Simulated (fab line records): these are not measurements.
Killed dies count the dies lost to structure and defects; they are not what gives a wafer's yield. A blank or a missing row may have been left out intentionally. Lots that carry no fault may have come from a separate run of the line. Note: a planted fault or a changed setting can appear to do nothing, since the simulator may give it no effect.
Chamber matching | flow n5Finfet | N5_SD_EPI_P_ETCH_37 on rieDiel-06 has 4 sister chambers
The step etches SOC in N2/H2, overetch 108 nm, time 486 s. 4 wafers are shown with their chamber, then 8 later ones without.

== WAFERS, EACH WITH ITS CHAMBER ==
wafer  | chamber | showerheadPlenumPTorr (Torr)
L078.3 | 3       | 2.39
L092.2 | 2       | 2.43
L092.3 | 1       | 2.35
L094.1 | 0       | 2.67

== WAFERS WITHOUT THEIR CHAMBER ==
wafer  | showerheadPlenumPTorr (Torr)
L094.4 | 2.67
L094.6 | 2.43
L096.1 | 2.43
L096.2 | 2.67
L096.5 | 2.43
L097.1 | 2.43
L097.4 | 2.34
L097.6 | 2.70

== WHICH CHAMBER EACH WENT THROUGH ==
wafer  | from the rows above | in truth
L094.4 | 0                   | 0
L094.6 | 2                   | 2
L096.1 | 2                   | 2
L096.2 | 0                   | 0
L096.5 | 2                   | 2
L097.1 | 2                   | 2
L097.4 | 1                   | 1
L097.6 | 0                   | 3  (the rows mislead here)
Correctly placed: 7 of 8. Can't be placed from these rows: 0. Number placed wrongly: 1.
How it was worked out, from the rows above alone: a wafer's distance from a chamber is the root of the sum, over the readings, of the square of ((its reading less the chamber's mean) divided by the reading's scatter). If the next closest chamber is less than 2 further off than the closest, the wafer can't be placed; otherwise it belongs to the closest. The mean given for a chamber averages the wafers shown for that chamber. The scatter: with one shown wafer a chamber, the root of the mean of the squares of how far each hidden wafer lies from its nearest shown one.
